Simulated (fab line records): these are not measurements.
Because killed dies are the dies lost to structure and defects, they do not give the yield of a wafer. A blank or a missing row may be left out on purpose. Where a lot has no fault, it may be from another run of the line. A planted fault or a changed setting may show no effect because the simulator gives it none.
Lot-split experiment    flow n5-finfet    39 wafers read across 7 lots, on a route 1938 steps long

SPLIT DETAILS
At N5_HKMG_FIN_ETCH_35 (etches SOC in N2/H2, target depth 215.8 nm, time 243.4 s), the setting time-s was moved away from the recipe's 243.4 s on 15 of the 39 wafers read, by -19.1% to +21.9%. All remaining wafers had this setting at the recipe value.

The reading is taken at the split's own step.

THE READING
SOC_of_HKMG_FIN_COAT_29.thk-nm (the simulator's own value, which no gauge read), in nm, at N5_HKMG_FIN_ETCH_35 (etches SOC in N2/H2, target depth 215.8 nm, time 243.4 s). No usual value for it is given in the file. The 24 wafers here that ran the recipe average 82.0 nm, standard deviation 6.6 nm.

wafer   tool, chamber at the split  time-s as run, s  against the recipe  SOC_of_HKMG_FIN_COAT_29.thk-nm, nm  against lot-mates on the recipe
L077.1  rie-diel-05, 3              243.4             recipe              75.6                                -
L077.2  rie-diel-05, 1              243.4             recipe              92.2                                -
L077.3  rie-diel-05, 2              197               -19.1%              126                                 +42.0
L077.4  rie-diel-05, 0              243.4             recipe              84.2                                -
L077.5  rie-diel-05, 2              197               -19.1%              126.2                               +42.2
L077.6  rie-diel-05, 3              197               -19.1%              117.8                               +33.8
L082.1  rie-diel-01, 1              243.4             recipe              73.6                                -
L082.2  rie-diel-01, 3              243.4             recipe              71.6                                -
L082.3  rie-diel-01, 0              207               -15.0%              119.6                               +42.1
L082.4  rie-diel-01, 3              207               -15.0%              108.2                               +30.7
L082.5  rie-diel-01, 1              207               -15.0%              108                                 +30.5
L082.6  rie-diel-01, 0              243.4             recipe              87.2                                -
L087.1  rie-diel-05, 0              209.2             -14.1%              116                                 +30.2
L087.2  rie-diel-05, 2              209.2             -14.1%              115.8                               +30.0
L087.3  rie-diel-05, 3              243.4             recipe              78.6                                -
L087.4  rie-diel-05, 1              243.4             recipe              88.8                                -
L087.5  rie-diel-05, 1              243.4             recipe              90                                  -
L087.6  rie-diel-05, 2              209.2             -14.1%              117.4                               +31.6
L089.1  rie-diel-03, 1              243.4             recipe              74.4                                -
L089.2  rie-diel-03, 2              243.4             recipe              89.6                                -
L089.3  rie-diel-03, 3              296.7             +21.9%              29.2                                -55.5
L089.4  rie-diel-03, 3              296.7             +21.9%              28.2                                -56.5
L089.5  rie-diel-03, 2              243.4             recipe              90                                  -
L089.6  rie-diel-03, 1              296.7             +21.9%              24.8                                -59.9
L090.1  rie-diel-01, 2              243.4             recipe              81.8                                -
L090.2  rie-diel-01, 0              279.2             +14.7%              57.2                                -21.2
L090.3  rie-diel-01, 1              279.2             +14.7%              42.6                                -35.8
L090.4  rie-diel-01, 3              243.4             recipe              74.8                                -
L090.5  rie-diel-01, 3              279.2             +14.7%              42.8                                -35.6
L090.6  rie-diel-01, 2              243.4             recipe              78.6                                -
L094.1  rie-diel-01, 3              243.4             recipe              75.8                                -
L094.2  rie-diel-01, 0              243.4             recipe              90.2                                -
L094.3  rie-diel-01, 1              243.4             recipe              75.6                                -
L094.4  rie-diel-01, 1              243.4             recipe              77.6                                -
L094.5  rie-diel-01, 3              243.4             recipe              73.2                                -
L094.6  rie-diel-01, 0              243.4             recipe              88                                  -
L097.1  rie-diel-05, 0              243.4             recipe              86.4                                -
L097.3  rie-diel-05, 1              243.4             recipe              85.2                                -
L097.6  rie-diel-05, 1              243.4             recipe              85.8                                -

FIT RESULTS
A straight line over all 39 wafers: SOC_of_HKMG_FIN_COAT_29.thk-nm changes by -2.32 nm for each +1% of time-s; r = -0.97; the points scatter about the line by 6.3 nm.
The same after taking each lot's own level away (the mean of its wafers on the recipe; 39 wafers): -2.31 nm for each +1%; r = -0.97; scatter 5.9 nm.
That fit puts the effect of the largest move of time-s on the reading at 50 nm.
Across the lots, their own levels run from 77.47 to 85.80 nm, a range of 1.3 times the standard deviation given above.
The two slopes are in agreement: the lot-to-lot level therefore moves the slope only a little.
Check: with one of the wafers moved furthest among these (+21.9%) left out of the fit, the line predicts -50.6 nm for it against its lot-mates. Against them it came out at -55.5 nm.

OTHER SPLITS APPLIED TO THESE WAFERS
These wafers also went through other splits before the reading. Each is held against what the fit with the lots' levels taken away leaves over:
other split on the same wafers   wafers away from the commonest value  r with SOC_of_HKMG_FIN_COAT_29.thk-nm (lot level and that fit taken away)
N5_WELL_APT_EPI_41 target-thk-a  15                                    +0.01
N5_FIN_SAQP_HM_DEP_03 time-s     15                                    +0.01
N5_DUMMY_GATE_ETCH_37 source-w   15                                    +0.11
N5_SPACER0_ALD_08 target-thk-a   15                                    -0.34

THE WHOLE CHAIN: every reading that the file lists as answering this split, in the file's order
step                 what it does                                              reading                                                                          change (the file's fit)               r (the file's)
N5_HKMG_FIN_ETCH_35  etches SOC in N2/H2, target depth 215.8 nm, time 243.4 s  HKMG_FIN.feature-depth-nm (the simulator's own value, which no gauge read)       +2.28 nm for each +1% of the setting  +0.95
N5_HKMG_FIN_ETCH_35  etches SOC in N2/H2, target depth 215.8 nm, time 243.4 s  etch.depth-nm (the simulator's own value, which no gauge read)                   +2.28 nm for each +1% of the setting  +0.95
N5_HKMG_FIN_ETCH_35  etches SOC in N2/H2, target depth 215.8 nm, time 243.4 s  SOC_of_HKMG_FIN_COAT_29.thk-nm (the simulator's own value, which no gauge read)  -2.3 nm for each +1% of the setting   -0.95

THE FILE'S OWN FIT
SOC_of_HKMG_FIN_COAT_29.thk-nm changes by -2.3 nm for each +1% of time-s, r = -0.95.
